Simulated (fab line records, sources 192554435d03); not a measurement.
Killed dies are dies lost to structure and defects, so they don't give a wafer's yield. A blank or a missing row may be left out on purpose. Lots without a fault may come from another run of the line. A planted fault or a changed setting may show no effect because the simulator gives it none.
Split-lot experiment | flow n5_finfet | 7 lots, 39 wafers read, on a route of 1938 steps

THE SPLIT
At N5_MOL_CONTACT_COAG_ETCH_124 (etches SiNx in CH3F/O2, stops on SiOC, target depth 6.5 nm), the setting bias_w was moved away from the recipe's 73 W on 15 of the 39 wafers read, by -15.2% to +14.9%. The other wafers ran this setting at the recipe's value.

The reading is taken at the split's own step.

THE READING
rf_vpp_V, in V, at N5_MOL_CONTACT_COAG_ETCH_124 (etches SiNx in CH3F/O2, stops on SiOC, target depth 6.5 nm). Fault-free wafers of this fab line usually give 296.6 V, standard deviation 2.8 V.

wafer  | tool, chamber at the split | bias_w as run, W | against the recipe | rf_vpp_V, V | against lot-mates on the recipe
L076.1 | rie_diel-01, 3             | 73               | recipe             | 298.9       | -
L076.2 | rie_diel-01, 1             | 73               | recipe             | 301.6       | -
L076.3 | rie_diel-01, 0             | 73               | recipe             | 293.8       | -
L076.4 | rie_diel-01, 2             | 73               | recipe             | 293.4       | -
L076.5 | rie_diel-01, 1             | 73               | recipe             | 300.9       | -
L076.6 | rie_diel-01, 2             | 73               | recipe             | 293.9       | -
L080.1 | rie_diel-02, 2             | 81.18            | +11.2%             | 324.5       | +29.6
L080.2 | rie_diel-02, 3             | 81.18            | +11.2%             | 325.9       | +31.0
L080.3 | rie_diel-02, 0             | 73               | recipe             | 293.0       | -
L080.4 | rie_diel-02, 1             | 81.18            | +11.2%             | 320.4       | +25.5
L080.5 | rie_diel-02, 0             | 73               | recipe             | 292.9       | -
L080.6 | rie_diel-02, 3             | 73               | recipe             | 298.7       | -
L082.1 | rie_diel-01, 1             | 73               | recipe             | 299.9       | -
L082.2 | rie_diel-01, 2             | 73               | recipe             | 293.3       | -
L082.3 | rie_diel-01, 3             | 61.88            | -15.2%             | 263.3       | -32.5
L082.4 | rie_diel-01, 0             | 73               | recipe             | 294.1       | -
L082.5 | rie_diel-01, 2             | 61.88            | -15.2%             | 256.5       | -39.3
L082.6 | rie_diel-01, 3             | 61.88            | -15.2%             | 262.3       | -33.5
L083.1 | rie_diel-01, 0             | 73               | recipe             | 294.4       | -
L083.2 | rie_diel-01, 1             | 73               | recipe             | 301.5       | -
L083.3 | rie_diel-01, 2             | 83.85            | +14.9%             | 328.2       | +30.0
L083.4 | rie_diel-01, 3             | 83.85            | +14.9%             | 334.5       | +36.3
L083.5 | rie_diel-01, 0             | 83.85            | +14.9%             | 327.2       | +29.0
L083.6 | rie_diel-01, 3             | 73               | recipe             | 298.7       | -
L088.1 | rie_diel-01, 1             | 73               | recipe             | 300.3       | -
L088.3 | rie_diel-01, 0             | 73               | recipe             | 292.6       | -
L088.4 | rie_diel-01, 2             | 73               | recipe             | 293.0       | -
L094.1 | rie_diel-06, 0             | 73               | recipe             | 296.9       | -
L094.2 | rie_diel-06, 3             | 73               | recipe             | 295.6       | -
L094.3 | rie_diel-06, 1             | 80.93            | +10.9%             | 318.5       | +22.8
L094.4 | rie_diel-06, 2             | 80.93            | +10.9%             | 322.7       | +27.0
L094.5 | rie_diel-06, 3             | 73               | recipe             | 294.6       | -
L094.6 | rie_diel-06, 0             | 80.93            | +10.9%             | 323.6       | +27.9
L097.1 | rie_diel-01, 0             | 73               | recipe             | 292.0       | -
L097.2 | rie_diel-01, 1             | 73               | recipe             | 302.4       | -
L097.3 | rie_diel-01, 3             | 82.84            | +13.5%             | 330.9       | +33.1
L097.4 | rie_diel-01, 0             | 82.84            | +13.5%             | 323.8       | +26.0
L097.5 | rie_diel-01, 1             | 82.84            | +13.5%             | 332.6       | +34.8
L097.6 | rie_diel-01, 3             | 73               | recipe             | 298.9       | -

THE FIT
A straight line over all 39 wafers: rf_vpp_V changes by +2.34 V for each +1% of bias_w; r = +0.98; the points scatter about the line by 3.4 V.
The same after taking each lot's own level away (the mean of its wafers on the recipe; 39 wafers): +2.31 V for each +1%; r = +0.98; scatter 3.4 V.
On that fit, the largest move of bias_w shifts the reading by 35 V.
The lots' own levels span 294.87 to 298.20 V, that is 1.2 times the standard deviation above.
So the lot-to-lot level changes the slope little: the two slopes agree.
Check: with one of the wafers moved furthest among these (-15.2%) left out of the fit, the line predicts -35.6 V for it against its lot-mates. It came out at -32.5 V against them.
Tool readings at the split's step, against how far the setting was moved: rf_vpp_V r = +0.98.

OTHER SPLITS ON THESE WAFERS
These wafers also went through other splits before the reading. Each is held against what the fit with the lots' levels taken away leaves over:
other split on the same wafers        | wafers away from the commonest value | r with rf_vpp_V (lot level and that fit taken away)
N5_WELL_APT_EPI_41 target_thk_a       | 15                                   | -0.17
N5_DUMMY_GATE_ETCH_37 source_w        | 9                                    | +0.21
N5_SD_EPI_N_ETCH_45 target_depth_a    | 6                                    | -0.15
N5_MOL_CONTACT_COAG_ETCH_106 source_w | 9                                    | +0.26

THE FILE'S OWN FIT
rf_vpp_V changes by +2.31 V for each +1% of bias_w, r = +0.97.
